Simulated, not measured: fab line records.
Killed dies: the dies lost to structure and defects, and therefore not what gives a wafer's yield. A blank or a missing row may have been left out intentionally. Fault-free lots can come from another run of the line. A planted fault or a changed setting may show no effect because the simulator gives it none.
Which tool is to blame? / flow nandHarc / Sampling: 24 lots, 72 wafers, 6 of 1159 route steps

== WHAT EACH GAUGE READ, for each wafer ==
NHARC_P_BONDPAD_CD_MEAS_09: target cd 500 nm. Usual: cdNm reads 500.0 nm (standard deviation 1.5).
lot=L074; measured=day 6 04:22; on=cdSem-02; cdNm (nm)=498.9 500.7 500.1; flag=
lot=L075; measured=day 6 20:04; on=cdSem-03; cdNm (nm)=501.0 499.8 500.9; flag=
lot=L076; measured=day 6 23:41; on=cdSem-02; cdNm (nm)=500.8 501.5 501.3; flag=
lot=L077; measured=day 7 04:04; on=cdSem-03; cdNm (nm)=502.1 502.0 503.1; flag=
lot=L080; measured=day 7 06:24; on=cdSem-02; cdNm (nm)=499.3 497.7 499.1; flag=
lot=L079; measured=day 7 07:22; on=cdSem-03; cdNm (nm)=498.9 500.8 500.6; flag=
lot=L078; measured=day 7 11:11; on=cdSem-02; cdNm (nm)=501.2 500.9 500.9; flag=
lot=L081; measured=day 8 05:27; on=cdSem-03; cdNm (nm)=501.0 500.0 498.8; flag=
lot=L082; measured=day 8 16:44; on=cdSem-03; cdNm (nm)=501.5 501.0 501.1; flag=
lot=L083; measured=day 8 19:13; on=cdSem-02; cdNm (nm)=497.7 498.3 499.8; flag=
lot=L084; measured=day 8 22:49; on=cdSem-02; cdNm (nm)=500.4 498.7 500.4; flag=
lot=L085; measured=day 9 06:26; on=cdSem-03; cdNm (nm)=500.2 500.2 500.5; flag=
lot=L088; measured=day 9 16:19; on=cdSem-01; cdNm (nm)=498.1 499.7 499.5; flag=
lot=L086; measured=day 9 17:25; on=cdSem-03; cdNm (nm)=502.6 504.1 502.1; flag=
lot=L087; measured=day 9 19:01; on=cdSem-03; cdNm (nm)=500.1 501.9 501.7; flag=
lot=L089; measured=day 10 11:47; on=cdSem-01; cdNm (nm)=501.2 498.9 499.9; flag=
lot=L090; measured=day 10 12:09; on=cdSem-03; cdNm (nm)=499.5 501.4 500.5; flag=
lot=L092; measured=day 10 21:39; on=cdSem-01; cdNm (nm)=496.9 496.6 496.2; flag=
lot=L091; measured=day 10 22:29; on=cdSem-03; cdNm (nm)=498.6 499.6 498.8; flag=
lot=L094; measured=day 11 12:41; on=cdSem-01; cdNm (nm)=499.7 499.4 499.5; flag=
lot=L095; measured=day 11 11:43; on=cdSem-02; cdNm (nm)=500.9 501.8 501.3; flag=
lot=L093; measured=day 11 18:44; on=cdSem-02; cdNm (nm)=499.6 499.1 499.6; flag=
lot=L096; measured=day 11 19:37; on=cdSem-03; cdNm (nm)=497.8 499.2 498.9; flag=
lot=L097; measured=day 12 03:59; on=cdSem-03; cdNm (nm)=497.4 496.8 497.8; flag=

NHARC_P_BONDPAD_THK_MEAS_20: measures by xrf. Usual: thkNm reads 160.7 nm (standard deviation 1.4).
lot=L074; measured=day 6 06:56; on=filmMetro-02; thkNm (nm)=162.2 160.3 161.9; flag=
lot=L075; measured=day 6 23:08; on=filmMetro-01; thkNm (nm)=159.9 159.6 161.2; flag=
lot=L076; measured=day 7 02:24; on=filmMetro-02; thkNm (nm)=161.2 159.9 159.7; flag=
lot=L077; measured=day 7 06:38; on=filmMetro-01; thkNm (nm)=163.4 161.1 162.6; flag=
lot=L080; measured=day 7 09:11; on=filmMetro-02; thkNm (nm)=162.0 159.5 162.3; flag=
lot=L079; measured=day 7 10:10; on=filmMetro-01; thkNm (nm)=160.0 160.4 161.0; flag=
lot=L078; measured=day 7 13:56; on=filmMetro-01; thkNm (nm)=161.1 164.6 163.1; flag=
lot=L081; measured=day 8 08:02; on=filmMetro-01; thkNm (nm)=160.2 160.7 163.0; flag=
lot=L082; measured=day 8 19:26; on=filmMetro-01; thkNm (nm)=160.9 160.3 159.7; flag=
lot=L083; measured=day 8 21:53; on=filmMetro-02; thkNm (nm)=162.8 161.1 159.3; flag=
lot=L084; measured=day 9 01:23; on=filmMetro-02; thkNm (nm)=161.5 160.5 159.5; flag=
lot=L085; measured=day 9 09:02; on=filmMetro-01; thkNm (nm)=160.8 158.4 159.4; flag=
lot=L088; measured=day 9 18:51; on=filmMetro-01; thkNm (nm)=161.3 159.5 159.8; flag=
lot=L086; measured=day 9 20:23; on=filmMetro-02; thkNm (nm)=161.2 160.1 159.6; flag=
lot=L087; measured=day 9 21:37; on=filmMetro-02; thkNm (nm)=159.7 160.6 163.3; flag=
lot=L089; measured=day 10 14:33; on=filmMetro-01; thkNm (nm)=161.0 162.4 159.1; flag=
lot=L090; measured=day 10 14:56; on=filmMetro-01; thkNm (nm)=159.4 161.8 162.2; flag=
lot=L092; measured=day 11 00:12; on=filmMetro-02; thkNm (nm)=161.3 162.8 161.6; flag=
lot=L091; measured=day 11 01:05; on=filmMetro-01; thkNm (nm)=162.4 164.4 161.4; flag=
lot=L094; measured=day 11 15:21; on=filmMetro-01; thkNm (nm)=159.3 160.0 159.7; flag=
lot=L095; measured=day 11 14:22; on=filmMetro-01; thkNm (nm)=161.6 159.2 161.2; flag=
lot=L093; measured=day 11 21:22; on=filmMetro-01; thkNm (nm)=159.7 157.6 161.2; flag=
lot=L096; measured=day 11 22:38; on=filmMetro-02; thkNm (nm)=158.4 160.4 158.7; flag=
lot=L097; measured=day 12 06:41; on=filmMetro-02; thkNm (nm)=161.1 158.8 161.2; flag=

== WHAT TOOL EACH LOT RAN ON (gives the tool, then ch and the chambers of the sampled wafers, and finally the start) ==
lot=L074; NHARC_P_GATE_STRIP_113=plasmaAsher-02 ch 0,1, day 4 23:59; NHARC_P_CONTACT_ALD_22=aldMetal-03 ch 1,2,3, day 5 05:58; NHARC_P_M1_DEP_33=pecvd-02 ch 0,1,2, day 5 22:01; NHARC_P_M2_ETCH_35=rieDiel-06 ch 0,2, day 5 23:49
lot=L075; NHARC_P_GATE_STRIP_113=plasmaAsher-02 ch 0,1, day 5 14:44; NHARC_P_CONTACT_ALD_22=aldMetal-02 ch 0,1, day 5 21:25; NHARC_P_M1_DEP_33=pecvd-04 ch 0,2, day 6 14:24; NHARC_P_M2_ETCH_35=rieDiel-10 ch 0,2,3, day 6 15:52
lot=L076; NHARC_P_GATE_STRIP_113=plasmaAsher-01 ch 0,1, day 5 20:24; NHARC_P_CONTACT_ALD_22=aldMetal-03 ch 0,2,3, day 6 02:50; NHARC_P_M1_DEP_33=pecvd-04 ch 0,1,2, day 6 17:54; NHARC_P_M2_ETCH_35=rieDiel-06 ch 0,1,2, day 6 19:23
lot=L077; NHARC_P_GATE_STRIP_113=plasmaAsher-02 ch 0,1, day 6 02:48; NHARC_P_CONTACT_ALD_22=aldMetal-03 ch 0,2, day 6 09:00; NHARC_P_M1_DEP_33=pecvd-01 ch 0,2, day 6 21:57; NHARC_P_M2_ETCH_35=rieDiel-06 ch 0,1,2, day 6 23:37
lot=L080; NHARC_P_GATE_STRIP_113=plasmaAsher-02 ch 0,1, day 6 08:57; NHARC_P_CONTACT_ALD_22=aldMetal-02 ch 1,2,3, day 6 15:33; NHARC_P_M1_DEP_33=pecvd-04 ch 0,1, day 7 00:44; NHARC_P_M2_ETCH_35=rieDiel-06 ch 0,2, day 7 02:15
lot=L079; NHARC_P_GATE_STRIP_113=plasmaAsher-01 ch 0,1, day 6 09:17; NHARC_P_CONTACT_ALD_22=aldMetal-03 ch 0,1, day 6 15:36; NHARC_P_M1_DEP_33=pecvd-01 ch 1,2, day 7 01:25; NHARC_P_M2_ETCH_35=rieDiel-10 ch 0,1,3, day 7 02:56
lot=L078; NHARC_P_GATE_STRIP_113=plasmaAsher-01 ch 0,1, day 6 13:14; NHARC_P_CONTACT_ALD_22=aldMetal-01 ch 0,1,3, day 6 19:21; NHARC_P_M1_DEP_33=pecvd-02 ch 1,2, day 7 05:15; NHARC_P_M2_ETCH_35=rieDiel-06 ch 0,2,3, day 7 06:48
lot=L081; NHARC_P_GATE_STRIP_113=plasmaAsher-01 ch 0,1, day 7 05:35; NHARC_P_CONTACT_ALD_22=aldMetal-02 ch 0,2,3, day 7 12:03; NHARC_P_M1_DEP_33=pecvd-02 ch 0,1,2, day 7 23:38; NHARC_P_M2_ETCH_35=rieDiel-10 ch 0,2,3, day 8 01:10
lot=L082; NHARC_P_GATE_STRIP_113=plasmaAsher-02 ch 0,1, day 7 12:20; NHARC_P_CONTACT_ALD_22=aldMetal-02 ch 0,3, day 7 18:35; NHARC_P_M1_DEP_33=pecvd-04 ch 1,2, day 8 10:58; NHARC_P_M2_ETCH_35=rieDiel-06 ch 0,2,3, day 8 12:34
lot=L083; NHARC_P_GATE_STRIP_113=plasmaAsher-01 ch 0,1, day 7 20:44; NHARC_P_CONTACT_ALD_22=aldMetal-02 ch 1,2, day 8 03:03; NHARC_P_M1_DEP_33=pecvd-02 ch 1,2, day 8 12:16; NHARC_P_M2_ETCH_35=rieDiel-03 ch 2,3, day 8 14:09
lot=L084; NHARC_P_GATE_STRIP_113=plasmaAsher-02 ch 0,1, day 8 00:44; NHARC_P_CONTACT_ALD_22=aldMetal-02 ch 2,3, day 8 06:47; NHARC_P_M1_DEP_33=pecvd-02 ch 0,1, day 8 16:59; NHARC_P_M2_ETCH_35=rieDiel-06 ch 0,3, day 8 18:34
lot=L085; NHARC_P_GATE_STRIP_113=plasmaAsher-01 ch 0, day 8 03:19; NHARC_P_CONTACT_ALD_22=aldMetal-01 ch 0,1,3, day 8 09:43; NHARC_P_M1_DEP_33=pecvd-04 ch 0,1, day 9 00:37; NHARC_P_M2_ETCH_35=rieDiel-06 ch 2,3, day 9 02:10
lot=L088; NHARC_P_GATE_STRIP_113=plasmaAsher-01 ch 0,1, day 8 19:28; NHARC_P_CONTACT_ALD_22=aldMetal-03 ch 0,2,3, day 9 01:34; NHARC_P_M1_DEP_33=pecvd-02 ch 0,1, day 9 10:44; NHARC_P_M2_ETCH_35=rieDiel-06 ch 0,2,3, day 9 12:02
lot=L086; NHARC_P_GATE_STRIP_113=plasmaAsher-01 ch 0,1, day 8 20:23; NHARC_P_CONTACT_ALD_22=aldMetal-01 ch 0,1,3, day 9 02:34; NHARC_P_M1_DEP_33=pecvd-01 ch 0,2, day 9 11:37; NHARC_P_M2_ETCH_35=rieDiel-06 ch 0,2,3, day 9 13:17
lot=L087; NHARC_P_GATE_STRIP_113=plasmaAsher-01 ch 0,1, day 8 21:16; NHARC_P_CONTACT_ALD_22=aldMetal-03 ch 0,2,3, day 9 03:43; NHARC_P_M1_DEP_33=pecvd-02 ch 0, day 9 13:11; NHARC_P_M2_ETCH_35=rieDiel-06 ch 1,2,3, day 9 14:43
lot=L089; NHARC_P_GATE_STRIP_113=plasmaAsher-01 ch 0,1, day 9 05:07; NHARC_P_CONTACT_ALD_22=aldMetal-03 ch 0,1,2, day 9 11:11; NHARC_P_M1_DEP_33=pecvd-02 ch 1,2, day 10 06:05; NHARC_P_M2_ETCH_35=rieDiel-06 ch 1,2,3, day 10 07:37
lot=L090; NHARC_P_GATE_STRIP_113=plasmaAsher-02 ch 0,1, day 9 06:25; NHARC_P_CONTACT_ALD_22=aldMetal-01 ch 1,2,3, day 9 13:47; NHARC_P_M1_DEP_33=pecvd-01 ch 0,1,2, day 10 06:04; NHARC_P_M2_ETCH_35=rieDiel-06 ch 0,1,3, day 10 07:45
lot=L092; NHARC_P_GATE_STRIP_113=plasmaAsher-01 ch 0, day 9 19:41; NHARC_P_CONTACT_ALD_22=aldMetal-02 ch 1,2,3, day 10 02:23; NHARC_P_M1_DEP_33=pecvd-02 ch 0,1, day 10 15:44; NHARC_P_M2_ETCH_35=rieDiel-06 ch 0,2, day 10 17:15
lot=L091; NHARC_P_GATE_STRIP_113=plasmaAsher-01 ch 0,1, day 9 20:42; NHARC_P_CONTACT_ALD_22=aldMetal-03 ch 0,1,2, day 10 02:53; NHARC_P_M1_DEP_33=pecvd-04 ch 0,1,2, day 10 16:28; NHARC_P_M2_ETCH_35=rieDiel-06 ch 0,1,2, day 10 17:59
lot=L094; NHARC_P_GATE_STRIP_113=plasmaAsher-01 ch 0,1, day 10 14:07; NHARC_P_CONTACT_ALD_22=aldMetal-02 ch 0,1,3, day 10 20:09; NHARC_P_M1_DEP_33=pecvd-04 ch 1,2, day 11 06:10; NHARC_P_M2_ETCH_35=rieDiel-03 ch 0,1,2, day 11 07:52
lot=L095; NHARC_P_GATE_STRIP_113=plasmaAsher-02 ch 0,1, day 10 14:10; NHARC_P_CONTACT_ALD_22=aldMetal-03 ch 1,2,3, day 10 20:39; NHARC_P_M1_DEP_33=pecvd-02 ch 0,1,2, day 11 05:50; NHARC_P_M2_ETCH_35=rieDiel-10 ch 1,2,3, day 11 07:13
lot=L093; NHARC_P_GATE_STRIP_113=plasmaAsher-01 ch 0,1, day 10 20:44; NHARC_P_CONTACT_ALD_22=aldMetal-02 ch 0,1,2, day 11 02:50; NHARC_P_M1_DEP_33=pecvd-02 ch 0,1,2, day 11 12:13; NHARC_P_M2_ETCH_35=rieDiel-06 ch 1,2,3, day 11 13:44
lot=L096; NHARC_P_GATE_STRIP_113=plasmaAsher-02 ch 0,1, day 10 21:18; NHARC_P_CONTACT_ALD_22=aldMetal-01 ch 0,1, day 11 03:27; NHARC_P_M1_DEP_33=pecvd-04 ch 0,2, day 11 13:05; NHARC_P_M2_ETCH_35=rieDiel-06 ch 0,1, day 11 14:33
lot=L097; NHARC_P_GATE_STRIP_113=plasmaAsher-02 ch 0, day 11 04:42; NHARC_P_CONTACT_ALD_22=aldMetal-02 ch 0,1,2, day 11 11:08; NHARC_P_M1_DEP_33=pecvd-02 ch 1,2, day 11 22:19; NHARC_P_M2_ETCH_35=rieDiel-06 ch 1,2, day 11 23:52
- NHARC_P_GATE_STRIP_113: strips in N2/H2, time 740 s.
- NHARC_P_CONTACT_ALD_22: deposits TiN, target thk 3 nm, pulse time 1 s, ald cycles 150.
- NHARC_P_M1_DEP_33: deposits SiCN, target thk 30 nm.
- NHARC_P_M2_ETCH_35: etches the open film in N2/H2, target depth 40 nm, overetch 12 nm, time 43.94 s.

== AS READ BY THE TOOLS THEMSELVES (means over the sampled wafers that have a number; for cases with no such wafer, the mark the record gives instead) ==
NHARC_P_GATE_STRIP_113. Usual: drypumpMotorCurrentA 6.0 A, standard deviation 0.32; heaterPowerW 81 W, standard deviation 4.9.
lot=L074; tool=plasmaAsher-02; drypumpMotorCurrentA (A)=6.2; heaterPowerW (W)=81; flag=
lot=L075; tool=plasmaAsher-02; drypumpMotorCurrentA (A)=6.1; heaterPowerW (W)=81; flag=
lot=L076; tool=plasmaAsher-01; drypumpMotorCurrentA (A)=6.1; heaterPowerW (W)=80; flag=
lot=L077; tool=plasmaAsher-02; drypumpMotorCurrentA (A)=6.2; heaterPowerW (W)=80; flag=
lot=L080; tool=plasmaAsher-02; drypumpMotorCurrentA (A)=6.2; heaterPowerW (W)=81; flag=
lot=L079; tool=plasmaAsher-01; drypumpMotorCurrentA (A)=5.8; heaterPowerW (W)=84; flag=
lot=L078; tool=plasmaAsher-01; drypumpMotorCurrentA (A)=6.1; heaterPowerW (W)=79; flag=
lot=L081; tool=plasmaAsher-01; drypumpMotorCurrentA (A)=5.8; heaterPowerW (W)=85; flag=
lot=L082; tool=plasmaAsher-02; drypumpMotorCurrentA (A)=6.2; heaterPowerW (W)=81; flag=
lot=L083; tool=plasmaAsher-01; drypumpMotorCurrentA (A)=6.0; heaterPowerW (W)=78; flag=
lot=L084; tool=plasmaAsher-02; drypumpMotorCurrentA (A)=6.2; heaterPowerW (W)=81; flag=
lot=L085; tool=plasmaAsher-01; drypumpMotorCurrentA (A)=6.2; heaterPowerW (W)=74; flag=
lot=L088; tool=plasmaAsher-01; drypumpMotorCurrentA (A)=6.0; heaterPowerW (W)=79; flag=
lot=L086; tool=plasmaAsher-01; drypumpMotorCurrentA (A)=5.8; heaterPowerW (W)=84; flag=
lot=L087; tool=plasmaAsher-01; drypumpMotorCurrentA (A)=5.8; heaterPowerW (W)=82; flag=
lot=L089; tool=plasmaAsher-01; drypumpMotorCurrentA (A)=5.8; heaterPowerW (W)=83; flag=
lot=L090; tool=plasmaAsher-02; drypumpMotorCurrentA (A)=6.1; heaterPowerW (W)=80; flag=
lot=L092; tool=plasmaAsher-01; drypumpMotorCurrentA (A)=6.3; heaterPowerW (W)=74; flag=
lot=L091; tool=plasmaAsher-01; drypumpMotorCurrentA (A)=6.0; heaterPowerW (W)=79; flag=
lot=L094; tool=plasmaAsher-01; drypumpMotorCurrentA (A)=5.8; heaterPowerW (W)=83; flag=
lot=L095; tool=plasmaAsher-02; drypumpMotorCurrentA (A)=6.2; heaterPowerW (W)=80; flag=
lot=L093; tool=plasmaAsher-01; drypumpMotorCurrentA (A)=6.0; heaterPowerW (W)=78; flag=
lot=L096; tool=plasmaAsher-02; drypumpMotorCurrentA (A)=6.2; heaterPowerW (W)=81; flag=
lot=L097; tool=plasmaAsher-02; drypumpMotorCurrentA (A)=5.9; heaterPowerW (W)=79; flag=

NHARC_P_CONTACT_ALD_22. Usual: heaterPowerW 1043 W, standard deviation 87; precursorPulseHeightRel 0.998, standard deviation 0.017.
lot=L074; tool=aldMetal-03; heaterPowerW (W)=1091; precursorPulseHeightRel=1.007; flag=
lot=L075; tool=aldMetal-02; heaterPowerW (W)=969; precursorPulseHeightRel=0.992; flag=
lot=L076; tool=aldMetal-03; heaterPowerW (W)=1038; precursorPulseHeightRel=0.987; flag=
lot=L077; tool=aldMetal-03; heaterPowerW (W)=1037; precursorPulseHeightRel=1.003; flag=
lot=L080; tool=aldMetal-02; heaterPowerW (W)=1024; precursorPulseHeightRel=0.982; flag=
lot=L079; tool=aldMetal-03; heaterPowerW (W)=1138; precursorPulseHeightRel=1.005; flag=
lot=L078; tool=aldMetal-01; heaterPowerW (W)=1110; precursorPulseHeightRel=0.991; flag=
lot=L081; tool=aldMetal-02; heaterPowerW (W)=975; precursorPulseHeightRel=1.007; flag=
lot=L082; tool=aldMetal-02; heaterPowerW (W)=922; precursorPulseHeightRel=0.997; flag=
lot=L083; tool=aldMetal-02; heaterPowerW (W)=1068; precursorPulseHeightRel=1.013; flag=
lot=L084; tool=aldMetal-02; heaterPowerW (W)=991; precursorPulseHeightRel=0.983; flag=
lot=L085; tool=aldMetal-01; heaterPowerW (W)=1133; precursorPulseHeightRel=0.989; flag=
lot=L088; tool=aldMetal-03; heaterPowerW (W)=1012; precursorPulseHeightRel=0.982; flag=
lot=L086; tool=aldMetal-01; heaterPowerW (W)=1107; precursorPulseHeightRel=0.991; flag=
lot=L087; tool=aldMetal-03; heaterPowerW (W)=997; precursorPulseHeightRel=0.981; flag=
lot=L089; tool=aldMetal-03; heaterPowerW (W)=1086; precursorPulseHeightRel=1.006; flag=
lot=L090; tool=aldMetal-01; heaterPowerW (W)=1149; precursorPulseHeightRel=1.003; flag=
lot=L092; tool=aldMetal-02; heaterPowerW (W)=1045; precursorPulseHeightRel=1.013; flag=
lot=L091; tool=aldMetal-03; heaterPowerW (W)=1063; precursorPulseHeightRel=0.995; flag=
lot=L094; tool=aldMetal-02; heaterPowerW (W)=989; precursorPulseHeightRel=0.998; flag=
lot=L095; tool=aldMetal-03; heaterPowerW (W)=1062; precursorPulseHeightRel=1.001; flag=
lot=L093; tool=aldMetal-02; heaterPowerW (W)=982; precursorPulseHeightRel=0.990; flag=
lot=L096; tool=aldMetal-01; heaterPowerW (W)=1089; precursorPulseHeightRel=0.992; flag=
lot=L097; tool=aldMetal-02; heaterPowerW (W)=985; precursorPulseHeightRel=1.001; flag=

NHARC_P_M1_DEP_33. Usual: chamberPressureTorr 3.001 Torr, standard deviation 0.007; heaterPowerW 546 W, standard deviation 75.
lot=L074; tool=pecvd-02; chamberPressureTorr (Torr)=3.000; heaterPowerW (W)=556; flag=
lot=L075; tool=pecvd-04; chamberPressureTorr (Torr)=3.005; heaterPowerW (W)=637; flag=
lot=L076; tool=pecvd-04; chamberPressureTorr (Torr)=2.997; heaterPowerW (W)=586; flag=
lot=L077; tool=pecvd-01; chamberPressureTorr (Torr)=3.005; heaterPowerW (W)=544; flag=
lot=L080; tool=pecvd-04; chamberPressureTorr (Torr)=3.002; heaterPowerW (W)=625; flag=
lot=L079; tool=pecvd-01; chamberPressureTorr (Torr)=3.003; heaterPowerW (W)=536; flag=
lot=L078; tool=pecvd-02; chamberPressureTorr (Torr)=2.999; heaterPowerW (W)=577; flag=
lot=L081; tool=pecvd-02; chamberPressureTorr (Torr)=3.000; heaterPowerW (W)=508; flag=
lot=L082; tool=pecvd-04; chamberPressureTorr (Torr)=2.994; heaterPowerW (W)=537; flag=
lot=L083; tool=pecvd-02; chamberPressureTorr (Torr)=3.002; heaterPowerW (W)=553; flag=
lot=L084; tool=pecvd-02; chamberPressureTorr (Torr)=3.000; heaterPowerW (W)=461; flag=
lot=L085; tool=pecvd-04; chamberPressureTorr (Torr)=3.007; heaterPowerW (W)=538; flag=
lot=L088; tool=pecvd-02; chamberPressureTorr (Torr)=3.002; heaterPowerW (W)=492; flag=
lot=L086; tool=pecvd-01; chamberPressureTorr (Torr)=3.002; heaterPowerW (W)=583; flag=
lot=L087; tool=pecvd-02; chamberPressureTorr (Torr)=2.995; heaterPowerW (W)=505; flag=
lot=L089; tool=pecvd-02; chamberPressureTorr (Torr)=3.009; heaterPowerW (W)=588; flag=
lot=L090; tool=pecvd-01; chamberPressureTorr (Torr)=3.003; heaterPowerW (W)=564; flag=
lot=L092; tool=pecvd-02; chamberPressureTorr (Torr)=3.003; heaterPowerW (W)=434; flag=
lot=L091; tool=pecvd-04; chamberPressureTorr (Torr)=2.997; heaterPowerW (W)=583; flag=
lot=L094; tool=pecvd-04; chamberPressureTorr (Torr)=2.995; heaterPowerW (W)=563; flag=
lot=L095; tool=pecvd-02; chamberPressureTorr (Torr)=3.007; heaterPowerW (W)=478; flag=
lot=L093; tool=pecvd-02; chamberPressureTorr (Torr)=3.000; heaterPowerW (W)=528; flag=
lot=L096; tool=pecvd-04; chamberPressureTorr (Torr)=3.002; heaterPowerW (W)=623; flag=
lot=L097; tool=pecvd-02; chamberPressureTorr (Torr)=3.004; heaterPowerW (W)=552; flag=

NHARC_P_M2_ETCH_35. Usual: drypumpMotorCurrentA 5.79 A, standard deviation 0.17; oesProductAu 1.002 a.u., standard deviation 0.0084; rfVppV 431 V, standard deviation 3.2; showerheadPlenumPTorr 2.06 Torr, standard deviation 0.11; throttleValvePct 14.173 %, standard deviation 0.0085.
lot=L074; tool=rieDiel-06; drypumpMotorCurrentA (A)=5.68; oesProductAu (a.u.)=1.002; rfVppV (V)=427; showerheadPlenumPTorr (Torr)=1.93; throttleValvePct (%)=14.174; flag=
lot=L075; tool=rieDiel-10; drypumpMotorCurrentA (A)=5.74; oesProductAu (a.u.)=1.008; rfVppV (V)=434; showerheadPlenumPTorr (Torr)=2.16; throttleValvePct (%)=14.174; flag=
lot=L076; tool=rieDiel-06; drypumpMotorCurrentA (A)=5.78; oesProductAu (a.u.)=0.997; rfVppV (V)=430; showerheadPlenumPTorr (Torr)=2.02; throttleValvePct (%)=14.166; flag=
lot=L077; tool=rieDiel-06; drypumpMotorCurrentA (A)=5.78; oesProductAu (a.u.)=1.007; rfVppV (V)=430; showerheadPlenumPTorr (Torr)=2.02; throttleValvePct (%)=14.167; flag=
lot=L080; tool=rieDiel-06; drypumpMotorCurrentA (A)=5.74; oesProductAu (a.u.)=0.999; rfVppV (V)=429; showerheadPlenumPTorr (Torr)=1.94; throttleValvePct (%)=14.177; flag=
lot=L079; tool=rieDiel-10; drypumpMotorCurrentA (A)=5.61; oesProductAu (a.u.)=0.997; rfVppV (V)=433; showerheadPlenumPTorr (Torr)=2.13; throttleValvePct (%)=14.169; flag=
lot=L078; tool=rieDiel-06; drypumpMotorCurrentA (A)=5.77; oesProductAu (a.u.)=0.996; rfVppV (V)=429; showerheadPlenumPTorr (Torr)=2.00; throttleValvePct (%)=14.177; flag=
lot=L081; tool=rieDiel-10; drypumpMotorCurrentA (A)=5.77; oesProductAu (a.u.)=1.002; rfVppV (V)=434; showerheadPlenumPTorr (Torr)=2.16; throttleValvePct (%)=14.164; flag=
lot=L082; tool=rieDiel-06; drypumpMotorCurrentA (A)=5.78; oesProductAu (a.u.)=1.000; rfVppV (V)=430; showerheadPlenumPTorr (Torr)=2.00; throttleValvePct (%)=14.173; flag=
lot=L083; tool=rieDiel-03; drypumpMotorCurrentA (A)=5.97; oesProductAu (a.u.)=0.997; rfVppV (V)=433; showerheadPlenumPTorr (Torr)=2.10; throttleValvePct (%)=14.168; flag=
lot=L084; tool=rieDiel-06; drypumpMotorCurrentA (A)=5.74; oesProductAu (a.u.)=1.004; rfVppV (V)=428; showerheadPlenumPTorr (Torr)=1.98; throttleValvePct (%)=14.168; flag=
lot=L085; tool=rieDiel-06; drypumpMotorCurrentA (A)=5.81; oesProductAu (a.u.)=0.998; rfVppV (V)=429; showerheadPlenumPTorr (Torr)=2.01; throttleValvePct (%)=14.169; flag=
lot=L088; tool=rieDiel-06; drypumpMotorCurrentA (A)=5.77; oesProductAu (a.u.)=1.006; rfVppV (V)=429; showerheadPlenumPTorr (Torr)=2.00; throttleValvePct (%)=14.176; flag=
lot=L086; tool=rieDiel-06; drypumpMotorCurrentA (A)=5.78; oesProductAu (a.u.)=0.999; rfVppV (V)=429; showerheadPlenumPTorr (Torr)=2.00; throttleValvePct (%)=14.175; flag=
lot=L087; tool=rieDiel-06; drypumpMotorCurrentA (A)=5.86; oesProductAu (a.u.)=1.010; rfVppV (V)=432; showerheadPlenumPTorr (Torr)=2.09; throttleValvePct (%)=14.171; flag=
lot=L089; tool=rieDiel-06; drypumpMotorCurrentA (A)=5.85; oesProductAu (a.u.)=1.001; rfVppV (V)=432; showerheadPlenumPTorr (Torr)=2.09; throttleValvePct (%)=14.173; flag=
lot=L090; tool=rieDiel-06; drypumpMotorCurrentA (A)=5.85; oesProductAu (a.u.)=1.010; rfVppV (V)=432; showerheadPlenumPTorr (Torr)=2.07; throttleValvePct (%)=14.176; flag=
lot=L092; tool=rieDiel-06; drypumpMotorCurrentA (A)=5.70; oesProductAu (a.u.)=1.002; rfVppV (V)=429; showerheadPlenumPTorr (Torr)=1.94; throttleValvePct (%)=14.171; flag=
lot=L091; tool=rieDiel-06; drypumpMotorCurrentA (A)=5.77; oesProductAu (a.u.)=1.006; rfVppV (V)=429; showerheadPlenumPTorr (Torr)=2.02; throttleValvePct (%)=14.174; flag=
lot=L094; tool=rieDiel-03; drypumpMotorCurrentA (A)=5.67; oesProductAu (a.u.)=1.008; rfVppV (V)=433; showerheadPlenumPTorr (Torr)=2.12; throttleValvePct (%)=14.170; flag=
lot=L095; tool=rieDiel-10; drypumpMotorCurrentA (A)=5.86; oesProductAu (a.u.)=0.991; rfVppV (V)=433; showerheadPlenumPTorr (Torr)=2.11; throttleValvePct (%)=14.161; flag=
lot=L093; tool=rieDiel-06; drypumpMotorCurrentA (A)=5.86; oesProductAu (a.u.)=0.995; rfVppV (V)=433; showerheadPlenumPTorr (Torr)=2.09; throttleValvePct (%)=14.173; flag=
lot=L096; tool=rieDiel-06; drypumpMotorCurrentA (A)=5.84; oesProductAu (a.u.)=1.002; rfVppV (V)=433; showerheadPlenumPTorr (Torr)=2.10; throttleValvePct (%)=14.173; flag=
lot=L097; tool=rieDiel-06; drypumpMotorCurrentA (A)=5.77; oesProductAu (a.u.)=0.995; rfVppV (V)=431; showerheadPlenumPTorr (Torr)=2.04; throttleValvePct (%)=14.170; flag=

== THE ANSWER, worked out from the rows above alone ==
Rule: lot off if the mean of its wafers having a number is beyond 3 standard deviations from the usual mean. Also off: a lot with no number at a reading for which 4 or more lots have one. Where the step has rows for the other lots, those lots are counted as sound. After the gauges, taken in route order, come the tools' own readings; for these a lot's mean is taken, as printed above. At the first step where some lot is off, the reading lying furthest off is the one used; lots without a number count as furthest.
Nothing can be told from this: no lot is off at any reading shown.

== WHAT WAS PUT IN BY THE SIMULATOR ==
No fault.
